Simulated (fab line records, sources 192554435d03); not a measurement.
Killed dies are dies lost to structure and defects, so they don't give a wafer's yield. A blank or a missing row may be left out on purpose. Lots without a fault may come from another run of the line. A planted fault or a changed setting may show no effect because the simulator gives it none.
Chamber matching | flow n5_finfet | N5_BEOL_M0_SAQP_PECVD_03 on pecvd-03: 3 sister chambers
The step deposits SiCN from 3MS/NH3, target thk 12 nm, time 21.1 s. 3 wafers are shown with their chamber, then 12 later ones without.

WAFERS WITH THEIR CHAMBER
wafer  | chamber | throttle_valve_pct (%)
L089.1 | 1       | 9.2
L091.5 | 0       | 9.9
L091.6 | 2       | 8.9

WAFERS WITHOUT THEIR CHAMBER
wafer  | throttle_valve_pct (%)
L092.1 | 9.2
L092.2 | 8.8
L092.4 | 9.9
L093.2 | 9.2
L093.3 | 9.7
L093.4 | 10.0
L096.4 | 9.1
L096.5 | 8.8
L096.6 | 9.4
L097.2 | 8.8
L097.4 | 9.2
L097.6 | 9.9

WHICH CHAMBER EACH WENT THROUGH
wafer  | from the rows above     | in truth
L092.1 | 1                       | 1
L092.2 | 2                       | 2
L092.4 | 0                       | 0
L093.2 | 1                       | 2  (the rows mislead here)
L093.3 | 0                       | 0
L093.4 | 0                       | 0
L096.4 | can't be placed: 1 or 2 | 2
L096.5 | 2                       | 2
L096.6 | 1                       | 1
L097.2 | 2                       | 2
L097.4 | 1                       | 1
L097.6 | 0                       | 0
Placed correctly: 10 of 12. Can't be placed from these rows: 1 (the true chamber is among the candidates in 1). Placed wrongly: 1.
How it was worked out, from the rows above alone: a wafer's distance from a chamber is the root of the sum, over the readings, of the square of ((its reading less the chamber's mean) divided by the reading's scatter). The wafer belongs to the nearest chamber; if the next one is less than 2 further off, it can't be placed. A chamber's mean is the mean of its shown wafers. The scatter: with one shown wafer a chamber, the root of the mean of the squares of how far each hidden wafer lies from its nearest shown one.
